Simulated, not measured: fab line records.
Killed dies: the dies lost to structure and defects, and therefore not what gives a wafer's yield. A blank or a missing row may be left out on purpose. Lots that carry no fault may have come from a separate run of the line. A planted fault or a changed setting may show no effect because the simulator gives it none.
Struck lot and sound lot, side by side | flow n5-finfet | 39 steps out of a route of 1938
Sound: wafers L722.2, L722.3, L722.5. Struck: wafer L730.6; the same lot's L730.5 was not struck, so it is left out; see the end for the cause.
Order at every step that has rows: each side's tool, ch and its chambers, its first start. Under that, the readings that differ: sound wafers | struck wafers | difference of the means | sigmas: that difference in standard deviations of wafers without a fault.
alike: same words and numbers on both sides, and readings whose means sit less than 2 such deviations apart. not compared: any withheld reading, any reading some wafer has no value for, any bound like >300 that may hide the same value, and any number with overlapping values for which the record gives no deviation.
Wherever a step has rows on one side only, a row that says differs or no value, or a row with sigmas, the two part there. Non-overlapping numbers with no deviation appear without sigmas and do not part them. A reading that every wafer of one side lacks parts them only if that side has two wafers or more.

first, 12 steps without rows for these wafers: N5_BEOL_M2_ANNEAL_87 (time 240 s); N5_BEOL_M2_SPUTTER_88 (material Cu, target thk 4.5 nm, time 8.29 s); N5_BEOL_M2_ANNEAL_89 (time 240 s); N5_BEOL_M2_SPUTTER_90 (material Cu, target thk 4.5 nm, time 8.29 s); N5_BEOL_M2_ANNEAL_91 (time 240 s); N5_BEOL_M2_SPUTTER_92 (material Cu, target thk 4.5 nm, time 8.29 s); N5_BEOL_M2_ANNEAL_93 (time 240 s); N5_BEOL_M2_SPUTTER_94 (material Cu, target thk 4.5 nm, time 8.29 s); N5_BEOL_M2_ANNEAL_95 (time 240 s); N5_BEOL_M2_SPUTTER_96 (material Cu, target thk 4.5 nm, time 8.29 s); N5_BEOL_M2_ECD_50 (material Cu, target thk 300 nm); N5_BEOL_M2_ANNEAL_51 (time 90 s).
N5_BEOL_M2_CMP_52: polishes, stops on SiOC, t overpolish 6.8 s, target thk 40 nm.
  sound on cmp-02 ch 2,3, day 8 23:48; struck on cmp-02 ch 1, day 10 23:09
  reading                      | sound             | struck | difference | sigmas
  barrier-field-endpoint-s (s) | 24.3 23.8 25.0    | 41.1   | +16.7      | +28
  overpolish-run-s (s)         | 6.806 6.809 6.798 | 0.035  | -6.769     | -99 or more
  time-to-endpoint-s (s)       | 62 58 63          | 82     | +21        | +7
  alike: edge-zone-pressure-frac, motor-current-A
N5_BEOL_M2_THK_MEAS_53: measures by xrf.
  struck on film-metro-02, day 10 23:17; sound on film-metro-02, day 9 00:06
  reading     | sound          | struck | difference | sigmas
  M2_THK (nm) | 37.7 39.3 40.6 | 163.2  | +124.0     | +95
then, 4 steps without rows for these wafers: N5_BEOL_M2_PRE_CLEAN_60 (time 15 s); N5_BEOL_M2_CO_CAP_55 (material Co, precursor CCTBA/H2, target thk 2 nm, time 102.1 s); N5_BEOL_M2_PRE_CLEAN_56 (time 15 s); N5_BEOL_M2_DEP_57 (deposits SiCN from 3MS/NH3, target thk 8 nm, time 14 s).
N5_BEOL_M2_INSPECT_59: inspects for defects (darkfield).
  struck on defect-inspect-02, day 10 23:35; sound on defect-inspect-01, day 9 00:28
  reading          | sound    | struck | difference | sigmas
  raw-defect-count | 80 70 50 | 5862   | +5795      | +99 or more
then, 18 steps without rows for these wafers: N5_BEOL_M3_ILD_DEP_00 (deposits SiOC from DEMS/O2, target thk 79 nm, time 15.3 s); N5_BEOL_M3_PECVD_72 (deposits SiO2 from TEOS/O2, target thk 16 nm, time 18 s); N5_BEOL_M3_HM_DEP_02 (deposits TiN, target thk 20 nm); N5_BEOL_M3_COAT_61 (time 60 s, resist thk 60 nm); N5_BEOL_M3_COAT_62 (time 60 s, resist thk 12 nm); N5_BEOL_M3_COAT_73 (time 60 s, resist thk 5 nm); N5_BEOL_M3_COAT_05 (resist thk 30 nm); N5_BEOL_M3_EBR_07; N5_BEOL_M3_SOFTBAKE_06 (time 60 s); N5_BEOL_M3_EXPOSE_08 (exposes mask M3); N5_BEOL_M3_PEB_09 (peb time 60 s); N5_BEOL_M3_DEVELOP_10 (develop time 30 s); N5_BEOL_M3_DESCUM_16 (chemistry O2, time 7 s); N5_BEOL_M3_ETCH_74 (etches underlayer in N2/H2, target depth 6.5 nm, time 5.2 s); N5_BEOL_M3_ETCH_63 (etches SiARC in CF4, target depth 15.6 nm, time 26 s); N5_BEOL_M3_ETCH_64 (etches SOC in N2/H2, target depth 75 nm, overetch 15 nm, time 112.5 s); N5_BEOL_M3_STRIP_65 (strips in N2/H2); N5_BEOL_M3_STRIP_75 (strips in N2/H2).
N5_BEOL_M4_RC_MEAS_101:
  the record has rows for the sound wafers here (prober-02 ch 0, day 9 21:36) and none for the struck ones
-- here the record skips 6 days between the struck wafers' starts before and after, leaving off in module BEOL_M4 and picking up in module PASSIVATION (first step shown: number 1936 of the route) --
N5_PASSIVATION_PROBE_49:
  rows exist in the record for the struck wafers here (prober-01, day 16 12:11), but not for the sound ones

== WHERE THEY PART ==
At N5_BEOL_M2_CMP_52 first; at N5_PASSIVATION_PROBE_49 last (within this record only).

WHY: whatever the simulator had introduced
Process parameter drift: cmp-02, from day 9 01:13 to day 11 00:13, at N5_BEOL_M2_CMP_52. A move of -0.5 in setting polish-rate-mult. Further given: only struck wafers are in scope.
